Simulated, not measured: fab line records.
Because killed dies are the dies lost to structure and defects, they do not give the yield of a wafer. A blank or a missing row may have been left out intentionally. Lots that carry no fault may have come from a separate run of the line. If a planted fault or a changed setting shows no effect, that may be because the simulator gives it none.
fab line records	flow n5_finfet
[record] lots = 7	wafers = 21
route steps=1938 shown WELL_APT@21 FIN_SAQP@108 FIN_CUT@157 SD_EPI_N@268 SD_EPI_P@321 SD_ACTIVATION@330
start_h: hours from the record's first day to the start of the lot's first wafer shown	wait_h: hours elapsed since this lot's preceding step	" identical to the entry in the row above	L1.1+2: a row that stands for several wafers	- no value present, or no start provided	* or withheld: withheld	< > ~ a bound
route shown NAME@n: names a module that has steps shown in the file, with the first one's number in the route	usual: the fault-free wafers' mean and standard deviation	same: alike in all rows	chamber/n: place in a boat	sites: per-site readings	_std_site: their standard deviation	_edge_site: inner sites' mean taken away from outer sites' mean	radius_mm: how far each site lies from the wafer's centre	mask NAME#n: copy n	behind: the tool/chamber that last shaped the wafer	hold: why the lot was held/for how many hours/how that ended	device: names the non-switching transistor (n, p or np)	end of line: the route-end tests of the same wafers	a step without rows: its recipe alone	killed: count of dies lost to structure and defects at first sort (not the wafer's yield)	map: the dies of a wafer, with x for killed, . for not killed, _ for no die there
set.NAME: the run value of the setting; set.NAME@STEP: its run value at that earlier step	model.NAME: the simulator's own value behind a step, which no gauge read
one table per step and one row per wafer, for lots whose settings were changed on purpose
[[steps]]
[step N5_WELL_APT_COAT_02]
[recipe] spin_rpm = 1357	resist_thk_nm = 950
lot.wafer	tool	chamber	start_h	wait_h	set.spin_rpm	model.coat_of_WELL_APT_COAT_02.thk_nm
L075.2	litho_track-01	0	-	-	1357	951.5
L075.5	"	0	"	"	1357	949.6
L075.6	"	0	"	"	1222	1001
L081.1	litho_track-01	0	-	-	1309	963.3
L081.2	"	0	"	"	1309	964.8
L081.5	"	0	"	"	1309	964.6
L084.2	litho_track-04	0	-	-	1223	997.4
L084.3	"	0	"	"	1223	997.8
L084.6	"	0	"	"	1223	1001
L086.2	litho_track-04	0	-	-	1357	948.7
L086.3	"	0	"	"	1357	947.7
L086.6	"	0	"	"	1357	949.3
L090.2	litho_track-03	0	-	-	1315	966.4
L090.5	"	0	"	"	1357	951.2
L090.6	"	0	"	"	1315	966.6
L091.2	litho_track-03	0	-	-	1443	920.6
L091.3	"	0	"	"	1357	950.8
L091.5	"	0	"	"	1357	950.2
L097.1	litho_track-03	0	-	-	1442	920.7
L097.2	"	0	"	"	1357	947.4
L097.4	"	0	"	"	1357	948
[step N5_WELL_APT_EXPOSE_05]
[recipe] mask_id = NWELL	na = 0.8	source_shape = conventional	sigma_outer = 0.8	polarization = unpolarized	defocus_nm = 0	target_cd_nm = 200	dose_mj = 20.3
lot.wafer	tool	chamber	start_h	wait_h	mask	set.dose_mj
L075.2+6	krf_scanner-02	0	19.52	-	NWELL#0	20.3
L075.5	"	0	"	"	NWELL#0	21.63
L081.1+5	krf_scanner-02	0	55.64	-	NWELL#0	20.95
L081.2	"	0	"	"	NWELL#0	20.3
L084.2+3+6	krf_scanner-02	0	73.64	-	NWELL#0	20.3
L086.2+3+6	krf_scanner-02	0	85.39	-	NWELL#0	20.3
L090.2+5+6	krf_scanner-01	0	109.61	-	NWELL#0	20.3
L091.2+3+5	krf_scanner-01	0	115.53	-	NWELL#0	20.3
L097.1+2	krf_scanner-01	0	151.53	-	NWELL#0	19.4
L097.4	"	0	"	"	NWELL#0	20.3
[step N5_WELL_APT_PEB_06]
[recipe] peb_temp_c = 130	peb_time_s = 90
[step N5_WELL_APT_DEVELOP_07]
[recipe] develop_time_s = 45	rinse_liquid = surfactant_rinse	dry = air_spin	dev_temp_c = 21
[step N5_WELL_APT_HARDBAKE_12]
[recipe] temp_c = 130	time_s = 120
[step N5_WELL_APT_CD_MEAS_08]
[recipe] target_cd_nm = 200	landing_energy_ev = 500	detector = se_inlens
[usual] cd_nm = 200.6/1.5
lot.wafer	tool	chamber	start_h	wait_h	set.dose_mj@WELL_APT_EXPOSE_05	cd_nm
L075.2	cd_sem-03	0	19.69	-	20.3	200.2
L075.5	"	0	"	"	21.63	211.6
L075.6	"	0	"	"	20.3	196.8
L081.1	cd_sem-01	0	55.81	-	20.95	204.5
L081.2	"	0	"	"	20.3	200.3
L081.5	"	0	"	"	20.95	208.7
L084.2	cd_sem-03	0	73.80	-	20.3	197.2
L084.3	"	0	"	"	20.3	197.8
L084.6	"	0	"	"	20.3	198.9
L086.2	cd_sem-01	0	85.56	-	20.3	199.1
L086.3	"	0	"	"	20.3	201.1
L086.6	"	0	"	"	20.3	200.1
L090.2	cd_sem-01	0	109.78	-	20.3	199.3
L090.5	"	0	"	"	20.3	201.5
L090.6	"	0	"	"	20.3	199.8
L091.2	cd_sem-02	0	115.70	-	20.3	201.7
L091.3	"	0	"	"	20.3	199.1
L091.5	"	0	"	"	20.3	202.1
L097.1	cd_sem-02	0	151.70	-	19.4	194.7
L097.2	"	0	"	"	19.4	194.4
L097.4	"	0	"	"	20.3	199.9
[step N5_WELL_APT_DESCUM_13]
[recipe] chemistry = O2	time_s = 7.9	source_power_w = 50	bias_power_w = 20	pressure_mtorr = 20	rf_frequency_hz = 2.712e+07	temp_c = 40	o2_flow_sccm = 225
lot.wafer	tool	chamber	start_h	wait_h	set.dose_mj@WELL_APT_EXPOSE_05	model.WELL_APT.cd_nm
L075.2	rie_diel-06	0	19.89	0.2	20.3	200.1
L075.5	"	1	"	"	21.63	211
L075.6	"	2	"	"	20.3	196.8
L081.1	rie_diel-02	0	55.90	0.0	20.95	204.5
L081.2	"	2	"	"	20.3	200.4
L081.5	"	2	"	"	20.95	208.5
L084.2	rie_diel-06	0	73.89	0.0	20.3	196.9
L084.3	"	1	"	"	20.3	197.6
L084.6	"	1	"	"	20.3	198.7
L086.2	rie_diel-02	1	85.82	0.2	20.3	198.4
L086.3	"	2	"	"	20.3	201.3
L086.6	"	1	"	"	20.3	200.1
L090.2	rie_diel-02	3	109.87	0.0	20.3	199.3
L090.5	"	3	"	"	20.3	201.7
L090.6	"	2	"	"	20.3	199.6
L091.2	rie_diel-06	1	116.11	0.3	20.3	201.3
L091.3	"	2	"	"	20.3	198.9
L091.5	"	0	"	"	20.3	201.6
L097.1	rie_diel-03	0	151.79	0.0	19.4	-
L097.2	"	2	"	"	19.4	194.3
L097.4	"	3	"	"	20.3	199.5
[step N5_FIN_SAQP_EXPOSE_13]
[recipe] mask_id = FIN_CORE	na = 1.35	source_shape = dipole	sigma_inner = 0.538	sigma_outer = 0.738	polarization = te	target_cd_nm = 35.6	dose_mj = 63.25
lot.wafer	tool	chamber	start_h	wait_h	mask	set.dose_mj
L075.2+5	arfi_scanner-02	0	29.50	-	FIN_CORE#0	63.25
L075.6	"	0	"	"	FIN_CORE#0	65
L081.1+2	arfi_scanner-03	0	64.56	-	FIN_CORE#0	59.22
L081.5	"	0	"	"	FIN_CORE#0	63.25
L084.2	arfi_scanner-02	0	82.34	-	FIN_CORE#0	58.79
L084.3+6	"	0	"	"	FIN_CORE#0	63.25
L086.2+3+6	arfi_scanner-01	0	94.83	-	FIN_CORE#0	63.25
L090.2+5	arfi_scanner-01	0	117.52	-	FIN_CORE#0	63.25
L090.6	"	0	"	"	FIN_CORE#0	66.31
L091.2+5	arfi_scanner-03	0	124.70	-	FIN_CORE#0	65.85
L091.3	"	0	"	"	FIN_CORE#0	63.25
L097.1+2	arfi_scanner-03	0	159.74	-	FIN_CORE#0	59.84
L097.4	"	0	"	"	FIN_CORE#0	63.25
[step N5_FIN_SAQP_PEB_14]
[recipe] peb_temp_c = withheld	peb_time_s = 60	resist = CAR-ArF
[step N5_FIN_SAQP_DEVELOP_15]
[recipe] develop_time_s = 30	developer = TMAH	resist = CAR-ArF	dev_temp_c = 23	rinse_liquid = diw	dry = air_spin
[step N5_FIN_SAQP_CD_MEAS_16]
[recipe] target_cd_nm = 35.6	landing_energy_ev = 500	detector = se_inlens
[usual] cd_nm = 35.6/0.34
lot.wafer	tool	chamber	start_h	wait_h	set.dose_mj@FIN_SAQP_EXPOSE_13	cd_nm
L075.2	cd_sem-01	0	29.62	-	63.25	35.9
L075.5	"	0	"	"	63.25	35.0
L075.6	"	0	"	"	65	34.4
L081.1	cd_sem-02	0	64.69	-	59.22	37.6
L081.2	"	0	"	"	59.22	37.3
L081.5	"	0	"	"	63.25	35.6
L084.2	cd_sem-02	0	82.47	-	58.79	37.0
L084.3	"	0	"	"	63.25	35.8
L084.6	"	0	"	"	63.25	34.7
L086.2	cd_sem-03	0	94.95	-	63.25	36.0
L086.3	"	0	"	"	63.25	35.4
L086.6	"	0	"	"	63.25	35.9
L090.2	cd_sem-01	0	117.65	-	63.25	35.2
L090.5	"	0	"	"	63.25	34.7
L090.6	"	0	"	"	66.31	34.1
L091.2	cd_sem-01	0	124.82	-	65.85	34.6
L091.3	"	0	"	"	63.25	35.5
L091.5	"	0	"	"	65.85	34.3
L097.1	cd_sem-01	0	159.87	-	59.84	37.3
L097.2	"	0	"	"	59.84	37.0
L097.4	"	0	"	"	63.25	35.7
[step N5_FIN_CUT_COAT_02]
[recipe] resist = CAR-EUV	spin_rpm = 1500	resist_thk_nm = 30
lot.wafer	tool	chamber	start_h	wait_h	set.spin_rpm	model.CAR-EUV_of_FIN_CUT_COAT_02.thk_nm
L075.2+5	litho_track-05	0	-	-	1594	29.2
L075.6	"	0	"	"	1500	30
L081.1	litho_track-03	0	-	-	1665	28.6
L081.2	"	0	"	"	1500	30
L081.5	"	0	"	"	1665	28.4
L084.2	litho_track-05	0	-	-	1500	30
L084.3	"	0	"	"	1374	31.4
L084.6	"	0	"	"	1374	31.2
L086.2+6	litho_track-05	0	-	-	1500	30
L086.3	"	0	"	"	1500	29.8
L090.2	litho_track-01	0	-	-	1398	31
L090.5	"	0	"	"	1500	30
L090.6	"	0	"	"	1398	31.2
L091.2	litho_track-01	0	-	-	1500	30
L091.3	"	0	"	"	1381	31.2
L091.5	"	0	"	"	1381	31.4
L097.1	litho_track-05	0	-	-	1333	31.8
L097.2+4	"	0	"	"	1500	30
[step N5_SD_EPI_N_PEB_07]
[recipe] peb_temp_c = 110	peb_time_s = 60	resist = CAR-ArF-block
lot.wafer	tool	chamber	start_h	wait_h	set.peb_temp_c
L075.2	litho_track-04	0	57.95	0.0	110
L075.5+6	"	0	"	"	106.8
L081.1+5	litho_track-01	0	94.56	0.1	110
L081.2	"	0	"	"	112.2
L084.2+6	litho_track-01	0	111.48	0.0	110
L084.3	"	0	"	"	107.3
L086.2+3+6	litho_track-01	0	122.40	0.0	110
L090.2	litho_track-01	0	145.44	0.0	110
L090.5+6	"	0	"	"	108.9
L091.2+5	litho_track-04	0	151.28	0.0	106.3
L091.3	"	0	"	"	110
L097.1+2+4	litho_track-01	0	186.44	0.1	110
[step N5_SD_EPI_N_DEVELOP_08]
[recipe] develop_time_s = 30	developer = TMAH	resist = CAR-ArF-block	dev_temp_c = 23	rinse_liquid = diw	dry = air_spin
lot.wafer	tool	chamber	start_h	wait_h	set.develop_time_s
L075.2+6	litho_track-04	0	-	-	32.73
L075.5	"	0	"	"	30
L081.1	litho_track-01	0	-	-	30
L081.2+5	"	0	"	"	27.51
L084.2+3	litho_track-01	0	-	-	36.38
L084.6	"	0	"	"	30
L086.2+3+6	litho_track-01	0	-	-	30
L090.2	litho_track-01	0	-	-	24.98
L090.5+6	"	0	"	"	30
L091.2+3+5	litho_track-04	0	-	-	30
L097.1+2+4	litho_track-01	0	-	-	30
[step N5_SD_EPI_N_CD_MEAS_09]
[recipe] target_cd_nm = 120	landing_energy_ev = 500	detector = se_inlens
[usual] cd_nm = 119.9/0.67
lot.wafer	tool	chamber	start_h	wait_h	set.peb_temp_c@SD_EPI_N_PEB_07	cd_nm
L075.2	cd_sem-01	0	58.01	-	110	121.2
L075.5	"	0	"	"	106.8	111.8
L075.6	"	0	"	"	106.8	112.2
L081.1	cd_sem-01	0	94.62	-	110	119.5
L081.2	"	0	"	"	112.2	124.2
L081.5	"	0	"	"	110	119.7
L084.2	cd_sem-02	0	111.55	-	110	121.7
L084.3	"	0	"	"	107.3	114.3
L084.6	"	0	"	"	110	120.2
L086.2	cd_sem-02	0	122.47	-	110	119.6
L086.3	"	0	"	"	110	119.8
L086.6	"	0	"	"	110	120.2
L090.2	cd_sem-01	0	145.50	-	110	118.7
L090.5	"	0	"	"	108.9	116.9
L090.6	"	0	"	"	108.9	117.1
L091.2	cd_sem-01	0	151.35	-	106.3	109.7
L091.3	"	0	"	"	110	120.4
L091.5	"	0	"	"	106.3	109.3
L097.1	cd_sem-02	0	186.50	-	110	120.2
L097.2	"	0	"	"	110	120.8
L097.4	"	0	"	"	110	120.2
[step N5_SD_EPI_N_DESCUM_14]
[recipe] chemistry = O2	time_s = 7.9	source_power_w = 50	bias_power_w = 20	pressure_mtorr = 20	rf_frequency_hz = 2.712e+07	temp_c = 40	resist = CAR-ArF-block	o2_flow_sccm = 225
lot.wafer	tool	chamber	start_h	wait_h	set.peb_temp_c@SD_EPI_N_PEB_07	model.SD_EPI_N.cd_nm
L075.2	rie_diel-06	2	58.33	0.3	110	121
L075.5	"	1	"	"	106.8	111.8
L075.6	"	0	"	"	106.8	112
L081.1	rie_diel-06	3	94.71	0.0	110	119.6
L081.2	"	1	"	"	112.2	124
L081.5	"	2	"	"	110	119.8
L084.2	rie_diel-03	0	111.81	0.2	110	121.6
L084.3	"	3	"	"	107.3	114.2
L084.6	"	1	"	"	110	120.2
L086.2	rie_diel-06	0	122.55	0.0	110	119.4
L086.3	"	3	"	"	110	119.8
L086.6	"	0	"	"	110	120.4
L090.2	rie_diel-03	1	145.79	0.2	110	118.6
L090.5	"	1	"	"	108.9	116.8
L090.6	"	2	"	"	108.9	117
L091.2	rie_diel-02	3	151.44	0.0	106.3	109.8
L091.3	"	0	"	"	110	120.2
L091.5	"	2	"	"	106.3	109.4
L097.1	rie_diel-06	2	186.62	0.1	110	120.2
L097.2	"	3	"	"	110	120.8
L097.4	"	1	"	"	110	120
[step N5_SD_EPI_N_ETCH_34]
[recipe] chemistry = CF4	target = SiARC	target_depth_a = 455	mask_material = CAR-ArF-block	time_s = 75.8	ion_energy_ev = 80	pressure_mtorr = 40	source_w = 545	bias_w = 36	Ar_flow_sccm = 100	cf4_flow_sccm = 100	ends = cleared
[step N5_SD_EPI_N_ETCH_35]
[recipe] chemistry = N2/H2	target = SOC	overetch_a = 1080	mask_material = SiARC	temp_c = 40	ion_energy_ev = 100	source_w = 3000	bias_w = 133	pressure_mtorr = 20	time_s = 486	n2_flow_sccm = 200	h2_flow_sccm = 200
lot.wafer	tool	chamber	start_h	wait_h	set.peb_temp_c@SD_EPI_N_PEB_07	model.SD_EPI_N.cd_nm
L075.2	rie_diel-06	2	58.43	0.0	110	120.4
L075.5	"	1	"	"	106.8	111.2
L075.6	"	0	"	"	106.8	110.8
L081.1	rie_diel-06	3	94.80	0.0	110	120.4
L081.2	"	1	"	"	112.2	124.6
L081.5	"	2	"	"	110	120
L084.2	rie_diel-03	0	111.90	0.0	110	122.6
L084.3	"	3	"	"	107.3	112.8
L084.6	"	1	"	"	110	121.8
L086.2	rie_diel-06	0	122.65	0.0	110	118.6
L086.3	"	3	"	"	110	118.2
L086.6	"	0	"	"	110	119.6
L090.2	rie_diel-03	1	145.88	0.0	110	120
L090.5+6	"	1,2	"	"	108.9	118.4
L091.2	rie_diel-02	3	151.53	0.0	106.3	110.2
L091.3	"	0	"	"	110	121
L091.5	"	2	"	"	106.3	108.8
L097.1	rie_diel-06	2	186.71	0.0	110	118.8
L097.2	"	3	"	"	110	120.2
L097.4	"	1	"	"	110	120.8
[step N5_SD_EPI_P_EPI_21]
[recipe] material = SiGe:B	dopant = B	temp_c = 550	pressure_torr = 20	ambient = H2	time_s = 355
lot.wafer	tool	chamber	start_h	wait_h	set.temp_c	model.SiGe-B_of_SD_EPI_P_EPI_21.thk_nm
L075.2	epi_rpcvd-01	0	65.22	0.5	550	62
L075.5	"	0	66.30	1.5	550	62.4
L075.6	"	0	"	"	550	62.2
L081.1+2	epi_rpcvd-01	0	101.89	0.1	550	61.6
L081.5	"	0	103.33	1.5	551.4	64.6
L084.2	epi_rpcvd-01	0	118.57	0.5	550	61.8
L084.3	"	0	"	"	553.8	67.2
L084.6	"	0	120.01	1.8	553.8	67.6
L086.2+6	epi_rpcvd-01	0	129.13	0.6	550	61.4
L086.3	"	0	"	"	550	61.2
L090.2	epi_rpcvd-02	0	151.96	0.5	551.1	63.6
L090.5	"	0	153.04	1.5	551.1	64
L090.6	"	0	"	"	550	61.6
L091.2	epi_rpcvd-02	0	157.67	0.5	550	61.4
L091.3	"	0	"	"	550	61.2
L091.5	"	0	"	"	550	60.6
L097.1	epi_rpcvd-03	0	192.86	0.1	546.8	58.6
L097.2	"	0	"	"	546.8	59
L097.4	"	0	"	"	550	62.8
[step N5_SD_EPI_P_EPI_MEAS_23]
[recipe] mode = xrd
[usual] thk_nm = 61.3/1.3
lot.wafer	tool	chamber	start_h	wait_h	set.temp_c@SD_EPI_P_EPI_21	thk_nm
L075.2	film_metro-01	-	67.06	1.5	550	60.8
L075.5	"	-	"	"	550	61.0
L075.6	"	-	"	"	550	63.0
L081.1	film_metro-02	-	104.08	1.8	550	61.7
L081.2	"	-	"	"	550	60.8
L081.5	"	-	"	"	551.4	64.9
L084.2	film_metro-02	-	120.41	1.5	550	62.2
L084.3	"	-	"	"	553.8	65.6
L084.6	"	-	"	"	553.8	66.0
L086.2	film_metro-02	-	131.56	2.0	550	61.6
L086.3	"	-	"	"	550	61.3
L086.6	"	-	"	"	550	61.1
L090.2	film_metro-01	-	153.80	1.5	551.1	63.1
L090.5	"	-	"	"	551.1	62.7
L090.6	"	-	"	"	550	61.7
L091.2	film_metro-02	-	159.51	1.5	550	62.1
L091.3	"	-	"	"	550	62.0
L091.5	"	-	"	"	550	59.9
L097.1	film_metro-01	-	195.06	1.8	546.8	59.2
L097.2	"	-	"	"	546.8	57.9
L097.4	"	-	"	"	550	63.6
[step N5_SD_EPI_P_HM_STRIP_48]
[recipe] chemistry = H3PO4	temp_c = 160	material = SiNx	target = SiNx	target_depth_a = 30	overetch_fraction = 0.3
lot.wafer	tool	chamber	start_h	wait_h	set.temp_c@SD_EPI_P_EPI_21	model.SiGe-B_of_SD_EPI_P_EPI_21.thk_nm
L075.2	wet_bench-06	4	67.09	0.0	550	61.6
L075.5	"	0	"	"	550	62.2
L075.6	"	6	"	"	550	62
L081.1	wet_bench-03	7	104.13	0.0	550	61.4
L081.2	"	1	"	"	550	61.2
L081.5	"	4	"	"	551.4	64.2
L084.2	wet_bench-06	0	120.45	0.0	550	61.4
L084.3	"	5	"	"	553.8	66.8
L084.6	"	1	"	"	553.8	67.4
L086.2	wet_bench-02	7	131.60	0.0	550	61.2
L086.3+6	"	4,0	"	"	550	61
L090.2	wet_bench-06	1	153.83	0.0	551.1	63.2
L090.5	"	2	"	"	551.1	63.8
L090.6	"	6	"	"	550	61.4
L091.2	wet_bench-02	4	159.54	0.0	550	61
L091.3	"	3	"	"	550	60.8
L091.5	"	2	"	"	550	60.4
L097.1	wet_bench-03	7	195.09	0.0	546.8	58.4
L097.2	"	1	"	"	546.8	58.8
L097.4	"	2	"	"	550	62.6
[step N5_SD_EPI_P_SRD_49]
[recipe] dry = ipa_marangoni	time_s = 30	temp_c = 23	rinse_liquid = diw
[step N5_SD_EPI_P_PRECLEAN_24]
[recipe] chemistry = O3/DIW	time_s = 45	temp_c = 22	o3_ppm = 10
lot.wafer	tool	chamber	start_h	wait_h	set.temp_c@SD_EPI_P_EPI_21	model.SiGe-B_of_SD_EPI_P_EPI_21.thk_nm
L075.2	wet_bench-06	4	67.16	0.0	550	61.4
L075.5	"	0	"	"	550	62
L075.6	"	6	"	"	550	61.8
L081.1	wet_bench-03	7	104.20	0.0	550	61.2
L081.2	"	1	"	"	550	61
L081.5	"	4	"	"	551.4	64
L084.2	wet_bench-06	0	120.52	0.0	550	61.4
L084.3	"	5	"	"	553.8	66.6
L084.6	"	1	"	"	553.8	67.2
L086.2+6	wet_bench-02	7,0	131.75	0.0	550	61
L086.3	"	4	"	"	550	60.8
L090.2	wet_bench-06	1	153.90	0.0	551.1	63
L090.5	"	2	"	"	551.1	63.6
L090.6	"	6	"	"	550	61.2
L091.2	wet_bench-02	4	159.63	0.0	550	60.8
L091.3	"	3	"	"	550	60.6
L091.5	"	2	"	"	550	60.2
L097.1	wet_bench-03	7	195.16	0.0	546.8	58.2
L097.2	"	1	"	"	546.8	58.6
L097.4	"	2	"	"	550	62.4
[step N5_SD_EPI_P_PRECLEAN_32]
[recipe] chemistry = dHF	time_s = 10	dilution = 500:1	temp_c = 25
[step N5_SD_EPI_P_PRECLEAN_33]
[recipe] chemistry = SC2	time_s = 45	temp_c = 35	mix = 1:1:50
[step N5_SD_ACTIVATION_RTA_00]
[recipe] temp_c = 975	time_s = 0	ambient = N2	idle_temp_c = 600	ramp_up_c_per_s = 150	ramp_down_c_per_s = 60	cool_to_c = 600
[step N5_SD_ACTIVATION_LSA_01]
[recipe] temp_c = 1080	time_s = 0.0008	ambient = N2
[step N5_SD_ACTIVATION_RS_MEAS_03]
[recipe] thk_meas_gauge = four-point-probe
[usual] RS_SD_N = 21.81/0.28	RS_SD_P = 55.8/0.85
lot.wafer	tool	chamber	start_h	wait_h	set.temp_c@SD_EPI_P_EPI_21	RS_SD_N[ohm/sq]	RS_SD_P[ohm/sq]
L075.2	film_metro-02	-	67.75	0.2	550	21.71	54.7
L075.5	"	-	"	"	550	21.67	53.9
L075.6	"	-	"	"	550	22.07	54.0
L081.1	film_metro-02	-	104.70	0.2	550	22.31	55.7
L081.2	"	-	"	"	550	21.91	55.5
L081.5	"	-	"	"	551.4	22.08	52.8
L084.2	film_metro-01	-	121.03	0.2	550	21.61	54.8
L084.3	"	-	"	"	553.8	21.62	50.3
L084.6	"	-	"	"	553.8	21.80	50.0
L086.2	film_metro-01	-	132.32	0.2	550	21.95	57.0
L086.3	"	-	"	"	550	22.22	57.5
L086.6	"	-	"	"	550	22.00	56.6
L090.2	film_metro-02	-	154.90	0.2	551.1	21.71	54.7
L090.5	"	-	"	"	551.1	21.50	53.9
L090.6	"	-	"	"	550	21.73	56.5
L091.2	film_metro-01	-	160.16	0.2	550	21.84	55.9
L091.3	"	-	"	"	550	21.87	56.1
L091.5	"	-	"	"	550	22.02	56.4
L097.1	film_metro-02	-	195.66	0.2	546.8	21.62	59.3
L097.2	"	-	"	"	546.8	21.48	59.1
L097.4	"	-	"	"	550	21.44	55.5
[[key]]
[split] step = N5_WELL_APT_COAT_02	setting = spin_rpm	stated = 1357	by = wafer
[response] step = N5_WELL_APT_COAT_02	reading = model.coat_of_WELL_APT_COAT_02.thk_nm	change = -4.84	per = 1%	r = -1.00
[split] step = N5_WELL_APT_EXPOSE_05	setting = dose_mj	stated = 20.3	by = wafer
[response] step = N5_WELL_APT_CD_MEAS_08	reading = cd_nm	change = +1.78	per = 1%	r = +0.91
[response] step = N5_WELL_APT_DESCUM_13	reading = model.WELL_APT.cd_nm	change = +1.75	per = 1%	r = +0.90
[split] step = N5_FIN_SAQP_EXPOSE_13	setting = dose_mj	stated = 63.25	by = wafer
[response] step = N5_FIN_SAQP_CD_MEAS_16	reading = cd_nm	change = -0.257	per = 1%	r = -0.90
[split] step = N5_FIN_CUT_COAT_02	setting = spin_rpm	stated = 1500	by = wafer
[response] step = N5_FIN_CUT_COAT_02	reading = model.CAR-EUV_of_FIN_CUT_COAT_02.thk_nm	change = -0.151	per = 1%	r = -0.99
[split] step = N5_SD_EPI_N_PEB_07	setting = peb_temp_c	stated = 110	by = wafer
[response] step = N5_SD_EPI_N_CD_MEAS_09	reading = cd_nm	change = +2.94	per = 1%	r = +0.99
[response] step = N5_SD_EPI_N_DESCUM_14	reading = model.SD_EPI_N.cd_nm	change = +2.89	per = 1%	r = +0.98
[response] step = N5_SD_EPI_N_ETCH_35	reading = model.SD_EPI_N.cd_nm	change = +3.23	per = 1%	r = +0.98
[split] step = N5_SD_EPI_N_DEVELOP_08	setting = develop_time_s	stated = 30	by = wafer
response none clear
[split] step = N5_SD_EPI_P_EPI_21	setting = temp_c	stated = 550	by = wafer
[response] step = N5_SD_EPI_P_EPI_21	reading = model.SiGe-B_of_SD_EPI_P_EPI_21.thk_nm	change = +8.04	per = 1%	r = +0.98
[response] step = N5_SD_EPI_P_EPI_MEAS_23	reading = thk_nm	change = *	per = 1%	r = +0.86
[response] step = N5_SD_EPI_P_HM_STRIP_48	reading = model.SiGe-B_of_SD_EPI_P_EPI_21.thk_nm	change = +8.06	per = 1%	r = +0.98
[response] step = N5_SD_EPI_P_PRECLEAN_24	reading = model.SiGe-B_of_SD_EPI_P_EPI_21.thk_nm	change = +7.91	per = 1%	r = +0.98
[response] step = N5_SD_ACTIVATION_RS_MEAS_03	reading = RS_SD_P	change = -7.15	per = 1%	r = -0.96
